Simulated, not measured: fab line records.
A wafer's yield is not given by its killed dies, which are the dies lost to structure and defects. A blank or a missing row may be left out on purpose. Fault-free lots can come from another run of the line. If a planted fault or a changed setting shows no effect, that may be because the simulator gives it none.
fab line records ; flow nand-harc
record lots=5; wafers=15; last-day=34
route steps=1302 shown P_STI@88 END@1302
lots that met no fault: from a run of the same line without faults
start-h: hours from the record's first day to the start of the lot's first wafer shown ; wait-h: hours since the lot's step before ; " unchanged from the row above ; L1.1+2: a row that stands for several wafers ; - either no value or no given start ; * or withheld: withheld ; < > ~ a bound
route shown NAME@n: a module of which the file shows steps, and the number in the route of the first ; usual: mean/standard deviation of fault-free wafers ; same: alike in all rows ; chamber/n: place in a boat ; sites: readings site by site ; _std_site: how widely they spread, as a standard deviation ; _edge_site: mean of outer sites minus mean of inner sites ; radius-mm: for every site, how far away it sits from the centre of the wafer ; mask NAME#n: copy n ; behind: the tool/chamber that last shaped the wafer ; hold: cause of the lot's hold/its duration in hours/its outcome ; device: whichever transistor did not switch (one of n, p or np) ; end of line: tests run on the same wafers once the route is complete ; a step with no rows: only its recipe ; killed: at the first sort, the dies lost to defects and structure; wafer yield is something else ; map: the dies of a wafer, with x for killed, . for not killed, _ for no die there
set.NAME: the setting as run; set.NAME@STEP: as run at that earlier step ; model.NAME: the simulator's own value behind a step, which no gauge read
lots at selected steps of the route; one table per step, one row per wafer
services: the hour from which a tool's chamber was out of use, counted from the record's first day as start-h (under 0 if before that day), plus the number of hours and why
## steps
# step NHARC_P_STI_ETCH_42
# recipe target-depth-a=800; overetch-a=240; time-s=61; ion-energy-ev=200; n2-flow-sccm=150; h2-flow-sccm=150; ar-flow-sccm=0; rf-w=400; bias-w=150; chemistry=N2/H2
# usual drypump-motor-current-A=5.44/0.28; n2-flow-sccm=150.0/0.43; oes-product-au=0.997/0.0075; rf-vpp-V=429.5/2.7; showerhead-plenum-p-Torr=2.00/0.094; throttle-valve-pct=14.171/0.0091
# same time-s=61
lot.wafer;tool;chamber;start-h;wait-h;drypump-motor-current-A;n2-flow-sccm;oes-product-au;rf-hours-counter-h;rf-vpp-V;showerhead-plenum-p-Torr;throttle-valve-pct
L599.4;rie-diel-05;2;45.40;0.1;5.58;149.9;0.993;7.1;430.6;2.07;14.156
L599.6;rie-diel-05;2;45.40;0.1;5.61;150.4;0.992;-;433.8;2.07;14.172
L599.5;rie-diel-05;3;45.40;0.1;5.33;150.1;0.994;-;429.3;2.01;14.154
L609.3;rie-diel-05;1;145.34;0.1;5.18;149.4;1.008;3.1;427.8;1.91;14.175
L609.4;rie-diel-05;3;145.34;0.1;5.35;150.5;0.993;4.2;428.8;2.00;14.168
L609.5;rie-diel-05;0;145.34;0.1;4.97;150.0;0.998;-;435.4;2.19;14.172
L610.3;rie-diel-05;1;154.23;0.1;5.18;149.7;1.003;3.5;427.6;1.91;14.184
L610.1;rie-diel-05;3;154.23;0.1;5.35;149.6;0.988;4.4;430.3;2.00;14.178
L610.6;rie-diel-05;2;154.23;0.1;5.56;149.7;0.985;-;430.8;2.07;14.182
L614.2;rie-diel-05;0;192.90;0.1;4.98;150.0;1.001;5.6;434.0;2.19;14.173
L614.4;rie-diel-05;1;192.90;0.1;5.17;150.0;0.997;5.2;427.1;1.91;14.161
L614.6;rie-diel-05;2;192.90;0.1;5.59;149.6;0.997;-;431.5;2.07;14.157
L622.3;rie-diel-08;1;273.60;0.1;5.86;150.5;1.005;7.2;427.9;1.94;14.175
L622.5;rie-diel-08;3;273.60;0.1;5.62;149.7;1.001;-;432.3;2.16;14.172
L622.6;rie-diel-08;0;273.60;0.1;5.38;150.0;0.999;-;428.7;1.92;14.160
# step NHARC_P_STI_ETCH_31
# recipe target-depth-a=1089; time-s=54.5; cf4-flow-sccm=100; chf3-flow-sccm=30; ar-flow-sccm=0; rf-w=500; bias-w=200; chemistry=CF4/CHF3
# usual cf4-flow-sccm=100.0/0.32; drypump-motor-current-A=5.44/0.28; oes-product-au=0.954/0.02; rf-vpp-V=369.9/2.2; showerhead-plenum-p-Torr=1.55/0.065; throttle-valve-pct=16.801/0.0093
# same time-s=54.5
lot.wafer;tool;chamber;start-h;wait-h;cf4-flow-sccm;drypump-motor-current-A;oes-product-au;rf-hours-counter-h;rf-vpp-V;showerhead-plenum-p-Torr;throttle-valve-pct
L599.4;rie-diel-05;1;-;-;100.4;5.17;0.961;6.4;366.8;1.48;16.791
L599.5;rie-diel-05;3;-;-;100.3;5.33;0.974;-;370.0;1.55;16.792
L599.6;rie-diel-05;0;-;-;99.9;4.96;0.949;-;373.6;1.68;16.798
L609.4;rie-diel-05;2;-;-;100.2;5.53;0.976;3.5;370.4;1.59;16.801
L609.3;rie-diel-05;3;-;-;99.7;5.34;0.978;4.2;369.6;1.55;16.806
L609.5;rie-diel-05;2;-;-;99.8;5.59;0.972;-;370.7;1.59;16.793
L610.1;rie-diel-05;2;-;-;99.8;5.59;0.957;3.9;370.8;1.59;16.804
L610.3;rie-diel-05;0;-;-;100.0;4.96;0.975;3.9;373.9;1.68;16.779
L610.6;rie-diel-05;3;-;-;100.5;5.37;0.961;-;368.8;1.55;16.796
L614.2;rie-diel-05;1;-;-;100.2;5.18;0.935;5.2;369.0;1.48;16.811
L614.4;rie-diel-05;3;-;-;100.0;5.39;0.954;6.0;369.8;1.55;16.800
L614.6;rie-diel-05;1;-;-;100.6;5.16;0.940;-;367.1;1.48;16.815
L622.3;rie-diel-08;0;-;-;99.8;5.38;0.928;8.1;366.8;1.49;16.808
L622.6;rie-diel-08;0;-;-;99.9;5.38;0.923;-;367.9;1.49;16.794
L622.5;rie-diel-08;1;-;-;100.0;5.90;0.922;-;367.0;1.50;16.788
# step NHARC_P_STI_ETCH_15
# recipe target-depth-a=3000; taper-deg=4; time-s=100.1; hbr-flow-sccm=150; cl2-flow-sccm=50; rf-w=400; icp-w=400; bias-w=100; chemistry=HBr/Cl2
# usual drypump-motor-current-A=6.0/0.48; he-backside-leak-sccm=2.68/0.18; oes-product-au=0.998/0.0077; throttle-valve-pct=26.407/0.0099
# same time-s=100.1
lot.wafer;tool;chamber;start-h;wait-h;drypump-motor-current-A;he-backside-leak-sccm;oes-product-au;rf-hours-counter-h;throttle-valve-pct
L599.4;rie-si-05;3;45.60;-;6.6;2.97;0.994;0.6;26.410
L599.5;rie-si-05;2;45.60;-;5.9;2.90;0.986;-;26.401
L599.6;rie-si-05;3;45.60;-;6.6;2.92;0.994;-;26.386
L609.4;rie-si-06;3;145.53;-;5.8;2.36;1.010;0.4;26.395
L609.3;rie-si-06;0;145.53;-;5.8;2.73;1.010;0.4;26.407
L609.5;rie-si-06;0;145.53;-;5.8;2.62;1.008;-;26.396
L610.3;rie-si-06;1;154.45;-;6.1;2.51;1.005;0.5;26.428
L610.1;rie-si-06;2;154.45;-;6.0;2.68;1.000;0.5;26.413
L610.6;rie-si-06;3;154.45;-;5.8;2.58;1.007;-;26.407
L614.4;rie-si-05;1;193.08;-;5.1;2.74;1.001;0.3;26.403
L614.2;rie-si-05;3;193.08;-;6.7;2.82;0.992;0.3;26.404
L614.6;rie-si-05;1;193.08;-;5.1;2.82;0.993;-;26.404
L622.3;rie-si-06;2;273.80;-;6.0;2.61;0.986;0.1;26.406
L622.5;rie-si-06;2;273.80;-;6.0;2.35;0.992;-;26.406
L622.6;rie-si-06;3;273.80;-;5.7;2.55;0.995;-;26.397
# step NHARC_P_STI_CD_MEAS_16
# usual cd-nm=200.0/1.5
lot.wafer;tool;chamber;start-h;wait-h;cd-nm
L599.4;cd-sem-02;-;45.75;-;199.8
L599.5;cd-sem-02;-;45.75;-;200.6
L599.6;cd-sem-02;-;45.75;-;200.7
L609.3;cd-sem-02;-;145.70;-;202.8
L609.4;cd-sem-02;-;145.70;-;200.4
L609.5;cd-sem-02;-;145.70;-;200.5
L610.1;cd-sem-01;-;154.58;-;200.8
L610.3;cd-sem-01;-;154.58;-;200.7
L610.6;cd-sem-01;-;154.58;-;201.8
L614.2;cd-sem-02;-;193.25;-;198.5
L614.4;cd-sem-02;-;193.25;-;198.3
L614.6;cd-sem-02;-;193.25;-;198.6
L622.3;cd-sem-02;-;273.97;-;200.3
L622.5;cd-sem-02;-;273.97;-;200.0
L622.6;cd-sem-02;-;273.97;-;199.3
# step NHARC_P_STI_OCD_MEAS_17
# usual trench-depth-nm=300/3.1; trench-foot-cd-nm=158.4/1.5
lot.wafer;tool;chamber;start-h;wait-h;trench-depth-nm;trench-foot-cd-nm
L599.4;ocd-02;-;45.84;0.1;299;158.3
L599.5;ocd-02;-;45.84;0.1;296;159.0
L599.6;ocd-02;-;45.84;0.1;296;160.0
L609.3;ocd-02;-;145.79;0.1;305;159.1
L609.4;ocd-02;-;145.79;0.1;306;158.2
L609.5;ocd-02;-;145.79;0.1;304;157.9
L610.1;ocd-01;-;154.67;0.1;300;159.8
L610.3;ocd-01;-;154.67;0.1;301;157.7
L610.6;ocd-01;-;154.67;0.1;303;158.5
L614.2;ocd-01;-;193.34;0.1;296;158.1
L614.4;ocd-01;-;193.34;0.1;298;156.3
L614.6;ocd-01;-;193.34;0.1;297;157.8
L622.3;ocd-01;-;274.05;0.1;299;159.7
L622.5;ocd-01;-;274.05;0.1;299;159.3
L622.6;ocd-01;-;274.05;0.1;299;159.2
# step NHARC_P_STI_STRIP_19
# recipe time-s=900; temp-c=130; chemistry=SPM
# step NHARC_P_STI_PRECLEAN_32
# recipe time-s=*; temp-c=50; bath-age-min=0; chemistry=SC1
# step NHARC_P_STI_SRD_23
# step NHARC_P_STI_OCD_MEAS_43
# usual trench-depth-nm=300/3.1; trench-foot-cd-nm=158.3/1.5
lot.wafer;tool;chamber;start-h;wait-h;trench-depth-nm;trench-foot-cd-nm
L599.4;ocd-01;-;46.35;-;298;158.3
L599.5;ocd-01;-;46.35;-;296;159.1
L599.6;ocd-01;-;46.35;-;297;160.0
L609.3;ocd-01;-;146.29;-;304;158.4
L609.4;ocd-01;-;146.29;-;306;158.1
L609.5;ocd-01;-;146.29;-;305;157.6
L610.1;ocd-02;-;155.18;-;299;160.2
L610.3;ocd-02;-;155.18;-;301;157.7
L610.6;ocd-02;-;155.18;-;303;158.9
L614.2;ocd-02;-;193.93;-;297;158.6
L614.4;ocd-02;-;193.93;-;298;156.3
L614.6;ocd-02;-;193.93;-;297;157.7
L622.3;ocd-02;-;274.56;-;298;159.7
L622.5;ocd-02;-;274.56;-;298;159.4
L622.6;ocd-02;-;274.56;-;299;158.4
# step NHARC_P_STI_OXIDE_33
# recipe target-thk-a=100; temp-c=1000; ox-time-s=281; material=SiO2
# step NHARC_P_STI_HDPCVD_20
# recipe target-thk-a=withheld; sigma-open-frac=withheld; material=SiO2
# step NHARC_P_STI_ANNEAL_34
# recipe temp-c=1000; time-s=1800
# step NHARC_P_STI_CMP_21
# recipe t-overpolish-s=20; target-thk-nm=380.67
# usual motor-current-A=12.5/1.1; overpolish-run-s=20.000/0.0095; retaining-ring-pressure-frac=1.000/0.0048; t-overpolish-s=20/0
lot.wafer;tool;chamber;start-h;wait-h;motor-current-A;overpolish-run-s;retaining-ring-pressure-frac;t-overpolish-s
L599.4;cmp-01;0;63.33;0.4;12.5;20.021;0.994;20
L599.6;cmp-01;3;63.33;0.4;14.8;19.999;0.996;20
L599.5;cmp-01;0;63.33;0.4;11.1;20.022;0.994;20
L609.4;cmp-02;0;162.26;0.4;11.4;19.998;0.997;20
L609.3;cmp-02;3;162.26;0.4;12.6;20.012;1.009;20
L609.5;cmp-02;0;162.26;0.4;11.4;19.995;1.009;20
L610.3;cmp-04;3;172.73;0.4;13.1;19.990;1.008;20
L610.1;cmp-04;0;172.73;0.4;10.0;19.998;1.005;20
L610.6;cmp-04;2;172.73;0.4;12.8;19.998;0.999;20
L614.2;cmp-02;1;208.37;0.4;12.0;97.417;1.001;97.421
L614.4;cmp-02;3;208.37;0.4;13.3;20.009;0.999;20
L614.6;cmp-02;1;208.37;0.4;12.6;97.421;1.010;97.421
L622.3;cmp-04;2;291.16;0.4;12.5;19.989;0.987;20
L622.6;cmp-04;3;291.16;0.4;13.2;19.990;1.002;20
L622.5;cmp-04;0;291.16;0.4;10.7;20.006;1.005;20
# step NHARC_END_SORT_01
# recipe temp-c=25
# usual killed-at-array=63/18; killed-at-other=1.1/1.3; killed-at-periphery=4.3/2.8; killed-dies=68/18; killed-open=3.3/2; killed-short=2.4/1.6
# same gross-dies=677
lot.wafer;tool;chamber;start-h;wait-h;killed-at-array;killed-at-other;killed-at-periphery;killed-dies;killed-open;killed-short
L599.4;prober-02;0;550.43;3.4;93;3;4;100;1;3
L599.5;prober-02;0;551.23;3.7;78;4;2;84;3;2
L599.6;prober-02;0;552.03;4.0;80;3;2;85;3;1
L609.3;prober-02;0;722.88;3.1;76;4;2;82;4;1
L609.4;prober-02;0;723.68;3.4;85;1;3;89;5;1
L609.5;prober-02;0;724.48;3.7;71;2;6;79;6;2
# killed by level:class
L599.4 A_CHANNEL_HOLE_D1:chamber-film-flake=35 A_CHANNEL_HOLE_D2:chamber-film-flake=31 A_SLIT:chamber-film-flake=12 A_BLC:chamber-film-flake=6 P_M2:chamber-film-flake=3 THIN_TSV:chamber-film-flake=3 A_STAIRCASE:chamber-film-flake=2 A_CONTACT:chamber-film-flake=2
L599.5 A_SLIT:chamber-film-flake=26 A_CHANNEL_HOLE_D1:chamber-film-flake=24 A_CHANNEL_HOLE_D2:chamber-film-flake=20 A_BLC:chamber-film-flake=4 THIN_TSV:chamber-film-flake=3 A_STAIRCASE:chamber-film-flake=2 P_GATE:geometric-particle:open=1 P_M0:geometric-particle:short=1
L599.6 A_CHANNEL_HOLE_D1:chamber-film-flake=30 A_CHANNEL_HOLE_D2:chamber-film-flake=23 A_SLIT:chamber-film-flake=17 THIN_TSV:chamber-film-flake=3 A_CONTACT:chamber-film-flake=2 A_BLC:chamber-film-flake=2 P_M0:geometric-particle:open=1 A_ONON_D2:geometric-particle:short=1
L609.3 A_CHANNEL_HOLE_D1:chamber-film-flake=35 A_SLIT:chamber-film-flake=22 A_CHANNEL_HOLE_D2:chamber-film-flake=9 THIN_TSV:chamber-film-flake=4 A_CONTACT:chamber-film-flake=3 P_M0:geometric-particle:open=1 A_DECK1_JOINT:geometric-particle:short=1 A_SGD_CUT:geometric-particle:open=1
L609.4 A_CHANNEL_HOLE_D1:chamber-film-flake=33 A_SLIT:chamber-film-flake=29 A_CHANNEL_HOLE_D2:chamber-film-flake=8 A_STAIRCASE:chamber-film-flake=5 A_CONTACT:chamber-film-flake=4 P_CONTACT:geometric-particle:open=2 A_DECK1_JOINT:geometric-particle:open=1 A_ONON_D2:geometric-particle:open=1
L609.5 A_CHANNEL_HOLE_D1:chamber-film-flake=32 A_SLIT:chamber-film-flake=23 A_CHANNEL_HOLE_D2:chamber-film-flake=3 P_M0:geometric-particle:open=2 A_ONON_D1:geometric-particle:open=2 P_BONDPAD:chamber-film-flake=2 A_STAIRCASE:chamber-film-flake=2 A_CONTACT:chamber-film-flake=2
## services
tool;chamber;start-h;hours;kind
cmp-04;-;23.15;0.4;repair
cmp-02;-;36.60;4.0;pm
rie-si-05;0;40.77;3.2;repair
rie-diel-05;-;52.60;9.0;pm
rie-si-06;-;72.00;9.0;pm
rie-si-05;0;79.15;14.6;repair
cmp-02;-;99.31;1.6;repair
rie-diel-05;0;104.34;2.9;repair
cmp-04;-;105.57;0.8;repair
cmp-04;-;111.09;4.0;pm
cmp-04;-;120.02;1.5;repair
cmp-02;-;122.29;2.0;repair
rie-si-05;-;128.00;9.0;pm
cmp-02;-;134.60;4.0;pm
cmp-04;-;144.89;0.9;repair
cmp-02;-;151.04;1.4;repair
rie-si-06;-;160.00;2.8;repair
cmp-04;-;189.09;1.1;repair
rie-diel-08;-;190.84;9.0;pm
cmp-02;-;191.41;5.6;repair
rie-si-06;2;204.70;3.6;repair
cmp-04;-;209.09;4.0;pm
rie-diel-05;-;229.60;9.0;pm
rie-si-06;-;249.00;9.0;pm
## key
first-sign step=NHARC_P_STI_CMP_21; reading=t-overpolish-s; direction=up; sigmas=99+; usual=20; struck=97.421
effect step=NHARC_P_STI_CMP_21; reading=overpolish-run-s; direction=up; sigmas=99+; usual=20.000; struck=97.419
met-at NHARC_P_STI_CMP_21
struck-wafers L614.2,L614.6
tester-left-out L614
fault kind=process-parameter-drift; tool=cmp-02; chamber=1; onset-h=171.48; steps=NHARC_P_STI_CMP_21; channel=t-overpolish-s; offset=77.421; shape=step; end-h=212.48; acts-in=these-recipes-only; stated=20
# tester-left-out: of these lots the tester's yield and bins aren't shown, on N5 and GAA mostly nor the transistor test; their killed dies are dies lost to structure and defects alone, not to doping, threshold or leakage, so they don't give the yield
